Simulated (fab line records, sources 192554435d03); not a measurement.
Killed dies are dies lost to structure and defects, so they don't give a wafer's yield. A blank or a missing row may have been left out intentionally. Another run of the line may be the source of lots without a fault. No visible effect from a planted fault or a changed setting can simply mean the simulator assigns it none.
The tool behind it: which one?	flow n5 finfet	30 wafers from 10 lots sampled at 5 of the route's 1938 steps

== WHAT EACH GAUGE READ, for each wafer ==
N5_BEOL_M8_RS_MEAS_57: the measuring method here is four-point-probe. Usual: M8_RS typically reads 0.289 ohm/sq, with standard deviation 0.0078.
lot	measured	on	M8_RS (ohm/sq)	flag
L121	day 11 04:55	film metro-02	0.278 0.299 0.311	
L122	day 11 05:53	film metro-02	0.291 0.285 0.291	
L124	day 11 21:32	film metro-01	0.286 0.287 0.304	
L126	day 12 11:14	film metro-02	0.284 0.281 0.301	
L125	day 12 14:42	film metro-02	0.288 0.293 0.291	
L135	day 14 09:38	film metro-02	0.294 0.282 0.296	
L134	day 14 17:50	film metro-02	0.294 0.282 0.288	
L138	day 14 19:45	film metro-02	0.276 0.278 0.283	
L139	day 15 21:34	film metro-01	0.299 0.289 0.297	
L140	day 16 08:56	film metro-02	0.288 0.288 0.284	

N5_BEOL_M9_THK_MEAS_01. Usual: M9_ILD_THK typically reads 267 nm, with standard deviation 3.5.
lot	measured	on	M9_ILD_THK (nm)	flag
L121	day 11 05:34	film metro-02	265 270 270	
L122	day 11 06:34	film metro-02	265 266 271	
L124	day 11 23:43	film metro-02	303 308 312	OFF
L126	day 12 11:53	film metro-02	303 309 310	OFF
L125	day 12 16:47	film metro-02	301 304 307	OFF
L135	day 14 10:17	film metro-01	268 266 271	
L134	day 14 18:58	film metro-02	267 267 266	
L138	day 14 21:00	film metro-01	260 264 267	
L139	day 15 22:42	film metro-01	265 264 271	
L140	day 16 09:38	film metro-01	267 265 268	

== EACH LOT AND THE TOOL THAT RAN IT (in order: tool; ch and the chambers of the sampled wafers; start) ==
lot	N5_BEOL_M8_STRIP_80	N5_BEOL_M8_DEP_56	N5_BEOL_M9_CURE_71
L121	rie diel-05 ch 2,3, day 11 04:50 or earlier	pecvd-03 ch 0,1,2, day 11 04:50	uv cure-03 ch 2, day 11 05:08
L122	rie diel-02 ch 0,2, day 11 05:35 or earlier	pecvd-01 ch 0,1, day 11 05:35	uv cure-01 ch 1, day 11 06:04
L124	rie diel-02 ch 1,2,3, day 11 21:28 or earlier	pecvd-03 ch 0,2, day 11 21:28	uv cure-01 ch 2, day 11 22:43
L126	rie diel-05 ch 1,2,3, day 12 11:10 or earlier	pecvd-04 ch 0,2, day 12 11:10	uv cure-01 ch 2, day 12 11:32
L125	rie diel-06 ch 0,1,2, day 12 14:38 or earlier	pecvd-03 ch 0,1,2, day 12 14:38	uv cure-03 ch 1, day 12 14:50
L135	rie diel-06 ch 0,3, day 14 09:34 or earlier	pecvd-01 ch 0,1, day 14 09:34	uv cure-01 ch 0, day 14 09:46
L134	rie diel-02 ch 0,2,3, day 14 17:46 or earlier	pecvd-03 ch 0,1, day 14 17:46	uv cure-03 ch 0, day 14 18:17
L138	rie diel-02 ch 2,3, day 14 19:41 or earlier	pecvd-04 ch 0,1,2, day 14 19:41	uv cure-03 ch 1, day 14 20:34
L139	rie diel-06 ch 0,3, day 15 21:29 or earlier	pecvd-03 ch 0,2, day 15 21:29	uv cure-01 ch 2, day 15 21:42
L140	rie diel-05 ch 0,2, day 16 08:52 or earlier	pecvd-04 ch 0,1,2, day 16 08:52	uv cure-03 ch 1, day 16 09:07
- N5_BEOL_M8_STRIP_80: strips in N2/H2, time 10 s.
- N5_BEOL_M8_DEP_56: deposits SiCN from 3MS/NH3, target thk 10 nm, time 17.5 s.
- N5_BEOL_M9_CURE_71: cures SiCOH lowk, time 240 s.

== WHAT THE TOOLS THEMSELVES READ (means of the sampled wafers that have a number; where no wafer has one, the mark that the record gives instead) ==
N5_BEOL_M8_STRIP_80. Usual: chamber pressure mTorr 19.999 mTorr (standard deviation 0.017); drypump motor current A 5.7 A (standard deviation 0.42); n2 flow sccm 200.0 sccm (standard deviation 0.56); oes product au 0.78 a.u. (standard deviation 0.086); rf vpp V 59.2 V (standard deviation 0.88); showerhead plenum p Torr 2.55 Torr (standard deviation 0.054); throttle valve pct 23.63 % (standard deviation 0.28).
lot	tool	chamber pressure mTorr (mTorr)	drypump motor current A (A)	n2 flow sccm (sccm)	oes product au (a.u.)	rf vpp V (V)	showerhead plenum p Torr (Torr)	throttle valve pct (%)	flag
L121	rie diel-05	20.004	5.4	200.2	0.73	59.3	2.54	23.68	
L122	rie diel-02	20.011	5.4	199.9	0.73	58.6	2.58	23.86	
L124	rie diel-02	20.011	5.7	199.9	0.80	59.7	2.57	23.44	
L126	rie diel-05	19.997	5.4	200.2	0.74	58.7	2.54	23.78	
L125	rie diel-06	19.982	5.9	200.1	0.79	59.2	2.55	23.69	
L135	rie diel-06	19.993	5.8	199.6	0.74	58.5	2.51	23.64	
L134	rie diel-02	20.004	5.8	199.8	0.84	59.3	2.59	23.42	
L138	rie diel-02	20.000	6.0	200.1	0.81	60.0	2.58	23.48	
L139	rie diel-06	20.000	5.8	200.2	0.73	59.2	2.50	23.67	
L140	rie diel-05	20.001	5.7	200.0	0.82	58.9	2.49	23.48	

N5_BEOL_M8_DEP_56. Usual: rf fwd power W 199.7 W, standard deviation 0.8; showerhead plenum p Torr 3.667 Torr, standard deviation 0.013; throttle valve pct 9.4 %, standard deviation 0.4.
lot	tool	rf fwd power W (W)	showerhead plenum p Torr (Torr)	throttle valve pct (%)	flag
L121	pecvd-03	198.9	3.670	9.5	
L122	pecvd-01	200.2	3.675	9.3	
L124	pecvd-03	198.4	3.669	9.1	
L126	pecvd-04	199.6	3.664	9.1	
L125	pecvd-03	199.1	3.667	9.3	
L135	pecvd-01	200.2	3.680	9.4	
L134	pecvd-03	199.4	3.661	9.6	
L138	pecvd-04	199.6	3.666	9.3	
L139	pecvd-03	199.3	3.667	9.2	
L140	pecvd-04	199.5	3.668	9.4	

N5_BEOL_M9_CURE_71. Usual: lamp power pct 52.31 %, standard deviation 0.056; run length s 286.6 s, standard deviation 1.7; wafer_temp_C_max 386.8, standard deviation 0.86.
lot	tool	lamp power pct (%)	run length s (s)	wafer_temp_C_max	flag
L121	uv cure-03	52.34	285.6	385.8	
L122	uv cure-01	52.32	285.7	388.2	
L124	uv cure-01	-	-	-	OFF
L126	uv cure-01	-	-	-	OFF
L125	uv cure-03	-	-	-	OFF
L135	uv cure-01	52.29	284.8	388.4	
L134	uv cure-03	52.28	289.9	386.6	
L138	uv cure-03	52.29	285.8	386.4	
L139	uv cure-01	52.33	290.0	386.5	
L140	uv cure-03	52.31	285.7	386.5	

== THE ANSWER, worked out from the rows above alone ==
Rule: take the mean of a lot's wafers that have a number; if it is more than 3 standard deviations from the usual mean, the lot is off. Also off: a lot with no number at a reading for which 4 or more lots have one. The other lots that the step has rows for count as sound. After the gauges, taken in route order, come the tools' own readings; for these a lot's mean is taken, as printed above. The first step at which some lot is off is used, and at that step the reading that is off furthest; a lot without a number counts as furthest.
Off: L124, L126, L125, at N5_BEOL_M9_THK_MEAS_01 (M9_ILD_THK).
If a tool, at a process step before that reading, ran all the lots that are off and no sound lot after the first of them, it fits. The gauges at N5_BEOL_M9_THK_MEAS_01 aren't tried: what is off there is off at N5_BEOL_M9_CURE_71 too, on other tools, and a gauge's error can't cause that. Because N5_BEOL_M8_STRIP_80 lacks a start for some lots, the hours and order of its lots are taken from N5_BEOL_M8_DEP_56. Not one of the candidates tried fits.

== WHAT THE SIMULATOR HAD INSERTED ==
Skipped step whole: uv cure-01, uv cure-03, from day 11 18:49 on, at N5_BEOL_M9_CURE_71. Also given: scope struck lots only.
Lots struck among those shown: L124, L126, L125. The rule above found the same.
